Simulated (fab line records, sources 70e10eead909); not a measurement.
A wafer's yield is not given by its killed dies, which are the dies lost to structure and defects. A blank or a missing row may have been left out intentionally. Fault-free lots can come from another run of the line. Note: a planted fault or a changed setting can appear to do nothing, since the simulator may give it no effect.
Chamber matching :: flow nand_harc :: rie_diel-12 running NHARC_A_CHANNEL_HOLE_D2_ETCH_38: 4 sister chambers
The step etches the open film in CF4, target depth 39 nm, time 65 s. 14 wafers are shown with their chamber, then 7 later ones without.

EACH WAFER AND ITS CHAMBER
wafer: L078.1
chamber: 3
showerhead_plenum_p_Torr (Torr): 1.71
drypump_motor_current_A (A): 6.0
oes_product_au (a.u.): 1.007

wafer: L078.3
chamber: 1
showerhead_plenum_p_Torr (Torr): 1.81
drypump_motor_current_A (A): 6.1
oes_product_au (a.u.): 1.002

wafer: L078.4
chamber: 0
showerhead_plenum_p_Torr (Torr): 1.81
drypump_motor_current_A (A): 5.5
oes_product_au (a.u.): 0.998

wafer: L080.1
chamber: 0
showerhead_plenum_p_Torr (Torr): 1.81
drypump_motor_current_A (A): 5.5
oes_product_au (a.u.): 0.987

wafer: L080.3
chamber: 2
showerhead_plenum_p_Torr (Torr): 1.75
drypump_motor_current_A (A): 5.8
oes_product_au (a.u.): 0.994

wafer: L080.5
chamber: 0
showerhead_plenum_p_Torr (Torr): 1.81
drypump_motor_current_A (A): 5.5
oes_product_au (a.u.): 0.982

wafer: L083.1
chamber: 2
showerhead_plenum_p_Torr (Torr): 1.75
drypump_motor_current_A (A): 5.7
oes_product_au (a.u.): 0.987

wafer: L083.4
chamber: 3
showerhead_plenum_p_Torr (Torr): 1.71
drypump_motor_current_A (A): 6.0
oes_product_au (a.u.): 1.008

wafer: L083.6
chamber: 2
showerhead_plenum_p_Torr (Torr): 1.75
drypump_motor_current_A (A): 5.7
oes_product_au (a.u.): 0.992

wafer: L085.1
chamber: 2
showerhead_plenum_p_Torr (Torr): 1.75
drypump_motor_current_A (A): 5.8
oes_product_au (a.u.): 0.988

wafer: L085.2
chamber: 0
showerhead_plenum_p_Torr (Torr): 1.81
drypump_motor_current_A (A): 5.5
oes_product_au (a.u.): 0.987

wafer: L085.3
chamber: 3
showerhead_plenum_p_Torr (Torr): 1.71
drypump_motor_current_A (A): 6.0
oes_product_au (a.u.): 1.004

wafer: L088.2
chamber: 0
showerhead_plenum_p_Torr (Torr): 1.81
drypump_motor_current_A (A): 5.5
oes_product_au (a.u.): 0.987

wafer: L088.4
chamber: 2
showerhead_plenum_p_Torr (Torr): 1.74
drypump_motor_current_A (A): 5.7
oes_product_au (a.u.): 0.996

SIGNATURES, as means of the wafers listed above
reading: showerhead_plenum_p_Torr
chamber 0: 1.8100
chamber 1: 1.8100
chamber 2: 1.7480
chamber 3: 1.7100
scatter within a chamber: 0.00283

reading: drypump_motor_current_A
chamber 0: 5.500
chamber 1: 6.100
chamber 2: 5.740
chamber 3: 6.000
scatter within a chamber: 0.0346

reading: oes_product_au
chamber 0: 0.98820
chamber 1: 1.00200
chamber 2: 0.99140
chamber 3: 1.00633
scatter within a chamber: 0.00455
Rule: for a wafer and a chamber, the distance is found by dividing, reading by reading, the gap between the wafer's reading and the chamber's mean by the reading's scatter, squaring, summing and taking the root. If the next closest chamber is less than 2 further off than the closest, the wafer can't be placed; otherwise it belongs to the closest. The scatter is the square root of a quotient: the sum, over the shown wafers, of each reading's squared deviation from its chamber's mean, divided by wafers minus chambers.

WAFERS MISSING THEIR CHAMBER
wafer: L088.5
showerhead_plenum_p_Torr (Torr): 1.74
drypump_motor_current_A (A): 5.7
oes_product_au (a.u.): 0.999

wafer: L092.2
showerhead_plenum_p_Torr (Torr): 1.81
drypump_motor_current_A (A): 5.5
oes_product_au (a.u.): 1.004

wafer: L092.4
showerhead_plenum_p_Torr (Torr): 1.81
drypump_motor_current_A (A): 6.1
oes_product_au (a.u.): 0.992

wafer: L092.6
showerhead_plenum_p_Torr (Torr): 1.81
drypump_motor_current_A (A): 6.1
oes_product_au (a.u.): 1.006

wafer: L094.2
showerhead_plenum_p_Torr (Torr): 1.81
drypump_motor_current_A (A): 5.5
oes_product_au (a.u.): 1.013

wafer: L094.4
showerhead_plenum_p_Torr (Torr): 1.74
drypump_motor_current_A (A): 5.7
oes_product_au (a.u.): 0.984

wafer: L094.6
showerhead_plenum_p_Torr (Torr): 1.81
drypump_motor_current_A (A): 6.1
oes_product_au (a.u.): 0.991

WHICH CHAMBER EACH WENT THROUGH
wafer: L088.5
from the rows above: 2
in truth: 2

wafer: L092.2
from the rows above: 0
in truth: 0

wafer: L092.4
from the rows above: 1
in truth: 1

wafer: L092.6
from the rows above: 1
in truth: 1

wafer: L094.2
from the rows above: 0
in truth: 0

wafer: L094.4
from the rows above: 2
in truth: 2

wafer: L094.6
from the rows above: 1
in truth: 1
Correctly placed: 7 of 7. Left unplaced by these rows: 0. 0 placed wrongly.
